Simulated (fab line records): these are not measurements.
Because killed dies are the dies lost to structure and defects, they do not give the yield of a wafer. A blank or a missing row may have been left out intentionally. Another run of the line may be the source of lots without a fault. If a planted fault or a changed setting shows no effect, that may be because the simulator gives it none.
Which tool was responsible?    flow nand harc    12 lots, 36 wafers sampled, at 5 steps of a route of 1159

== WHAT EACH GAUGE READ, for each wafer ==
NHARC_A_CONTACT_INSPECT_23.
lot   measured      on                 raw defect count
L074  day 17 13:25  defect inspect-01  305 464 422
L077  day 18 02:05  defect inspect-01  363 351 334
L079  day 18 18:53  defect inspect-01  648 310 585
L081  day 19 06:43  defect inspect-01  429 611 540
L085  day 19 23:40  defect inspect-01  316 349 461
L082  day 20 04:49  defect inspect-01  393 382 473
L086  day 20 17:58  defect inspect-01  463 400 619
L089  day 21 10:20  defect inspect-01  331 351 643
L091  day 21 22:28  defect inspect-02  306 357 330
L093  day 22 14:40  defect inspect-01  416 400 334
L094  day 22 21:32  defect inspect-01  449 345 494
L097  day 23 06:51  defect inspect-01  449 469 403

== WHICH TOOL RAN EACH LOT (tool, then ch and the chambers of the sampled wafers, then the start) ==
lot   NHARC_A_CONTACT_ETCH_75             NHARC_A_CONTACT_DEP_85           NHARC_A_CONTACT_ETCH_89                        NHARC_A_CONTACT_ALD_18
L074  rie diel-03 ch 2,3, day 16 19:11    pecvd-03 ch 0,2, day 17 02:11    rie diel-09 ch 0,1,3, day 17 06:35 or earlier  ald metal-01 ch 1,3, day 17 06:35
L077  rie diel-01 ch 0,1,3, day 17 11:12  pecvd-02 ch 0,2, day 17 17:07    rie diel-09 ch 0,1,3, day 17 21:19 or earlier  ald metal-02 ch 1,3, day 17 21:19
L079  rie diel-01 ch 0,1, day 18 02:28    pecvd-03 ch 0,2, day 18 09:08    rie diel-01 ch 1,3, day 18 13:18 or earlier    ald metal-01 ch 2,3, day 18 13:18
L081  rie diel-09 ch 1,2, day 18 16:02    pecvd-04 ch 0,1,2, day 18 22:50  rie diel-01 ch 2,3, day 19 03:02 or earlier    ald metal-01 ch 2,3, day 19 03:02
L085  rie diel-01 ch 2,3, day 19 09:19    pecvd-02 ch 0,2, day 19 17:59    rie diel-01 ch 0,1,2, day 19 22:09 or earlier  ald metal-01 ch 0,1,3, day 19 22:09
L082  rie diel-03 ch 0,1,2, day 19 11:31  pecvd-03 ch 0,2, day 19 19:14    rie diel-03 ch 0,3, day 19 23:29 or earlier    ald metal-02 ch 0,2,3, day 19 23:29
L086  rie diel-03 ch 0,2,3, day 20 02:26  pecvd-03 ch 0,2, day 20 08:25    rie diel-09 ch 0,1,3, day 20 13:28 or earlier  ald metal-04 ch 0,1,2, day 20 13:28
L089  rie diel-09 ch 0,1, day 20 15:55    pecvd-02 ch 0,1,2, day 20 22:29  rie diel-01 ch 0,1, day 21 03:00 or earlier    ald metal-02 ch 0,1,2, day 21 03:00
L091  rie diel-03 ch 0,2,3, day 21 06:00  pecvd-03 ch 0,1,2, day 21 11:44  rie diel-09 ch 1,2, day 21 16:02 or earlier    ald metal-04 ch 0,1, day 21 16:02
L093  rie diel-01 ch 2,3, day 22 03:20    pecvd-02 ch 0,2, day 22 08:50    rie diel-03 ch 0,1,3, day 22 13:13 or earlier  ald metal-01 ch 0,1,2, day 22 13:13
L094  rie diel-09 ch 0,1,2, day 22 06:34  pecvd-03 ch 0,1, day 22 15:28    rie diel-03 ch 1,3, day 22 20:05 or earlier    ald metal-04 ch 0,1,2, day 22 20:05
L097  rie diel-01 ch 1,2,3, day 22 18:40  pecvd-03 ch 0,1, day 23 00:38    rie diel-01 ch 0,1,2, day 23 04:49 or earlier  ald metal-02 ch 0,2,3, day 23 04:49
- NHARC_A_CONTACT_ETCH_75: etches the open film in CF4, target depth 39 nm, time 65 s.
- NHARC_A_CONTACT_DEP_85: deposits SiON, target thk 50 nm.
- NHARC_A_CONTACT_ETCH_89: etches the open film in N2/H2, target depth 260 nm, time 475.3 s.
- NHARC_A_CONTACT_ALD_18: deposits TiN, target thk 3 nm, pulse time 1 s, ald cycles 150.

== THE ANSWER, worked out from the rows above alone ==
Rule: what is usual is taken from the lots themselves. Put in order of their means at a reading, lots are off if they are a third of the lots or fewer, leave a main group of 4 or more, and stand apart from it by a gap of 3 or more times the standard deviation of the main group's means; of several such gaps the widest counts. A main group whose means are all the same, to the digits that the tables above print for the reading, isn't used. A lot without any number at a reading at which 4 lots or more have one is off too. Where the step has rows for the other lots, those lots are counted as sound.
No lot is off at any reading shown: from this, nothing can be told.

== WHAT THE SIMULATOR PUT IN ==
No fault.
